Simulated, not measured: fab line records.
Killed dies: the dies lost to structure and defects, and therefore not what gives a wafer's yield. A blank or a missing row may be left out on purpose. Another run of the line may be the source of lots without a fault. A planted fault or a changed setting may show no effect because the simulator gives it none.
Chamber matching | flow nand-harc | NHARC_A_STAIRCASE_CMP_450 on cmp-03: 4 sister chambers
The step polishes SiO2, target thk 200 nm. 18 wafers are shown with their chamber, then 9 later ones without.

## WAFERS WITH THEIR CHAMBER
wafer  | chamber | motor-current-A (A)
L075.2 | 3       | 12.8
L075.3 | 2       | 11.3
L075.4 | 1       | 12.2
L079.1 | 0       | 11.6
L079.4 | 2       | 11.3
L079.6 | 0       | 11.2
L080.1 | 2       | 11.3
L080.5 | 2       | 10.7
L080.6 | 3       | 12.1
L087.1 | 3       | 12.5
L087.3 | 0       | 11.9
L087.5 | 0       | 11.1
L085.1 | 0       | 11.7
L085.4 | 3       | 12.7
L085.6 | 2       | 11.4
L092.1 | 1       | 11.8
L092.2 | 0       | 11.3
L092.6 | 2       | 11.5

SIGNATURES (averages over the wafers above)
reading         | chamber 0 | chamber 1 | chamber 2 | chamber 3 | scatter within a chamber
motor-current-A | 11.467    | 12.000    | 11.250    | 12.525    | 0.3
Rule: for each reading, subtract the chamber's mean from the wafer's reading, divide by that reading's scatter and square the result; add these up over the readings and take the root, which gives the wafer's distance from the chamber. The wafer belongs to the nearest chamber; if the next one is less than 2 further off, it can't be placed. The scatter: the root of (the sum of the squares of (reading less its chamber's mean) over the shown wafers, divided by (wafers less chambers)).

## WAFERS WITHOUT THEIR CHAMBER
wafer  | motor-current-A (A)
L089.1 | 10.8
L089.3 | 10.9
L089.6 | 12.6
L096.1 | 12.5
L096.2 | 11.9
L096.6 | 12.0
L093.1 | 12.0
L093.3 | 11.6
L093.6 | 11.7

## EACH ONE'S CHAMBER
wafer  | from the rows above               | in truth
L089.1 | can't be placed: 2 or 0           | 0
L089.3 | can't be placed: 2 or 0           | 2
L089.6 | can't be placed: 3 or 1           | 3
L096.1 | can't be placed: 3 or 1           | 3
L096.2 | can't be placed: 1 or 0 or 3 or 2 | 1
L096.6 | can't be placed: 1 or 3 or 0      | 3
L093.1 | can't be placed: 1 or 3 or 0      | 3
L093.3 | can't be placed: 0 or 2 or 1      | 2
L093.6 | can't be placed: 0 or 1 or 2 or 3 | 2
Correctly placed: 0 of 9. Cannot be placed on the basis of these rows: 9; the candidates contain the true chamber in 9. Number placed wrongly: 0.
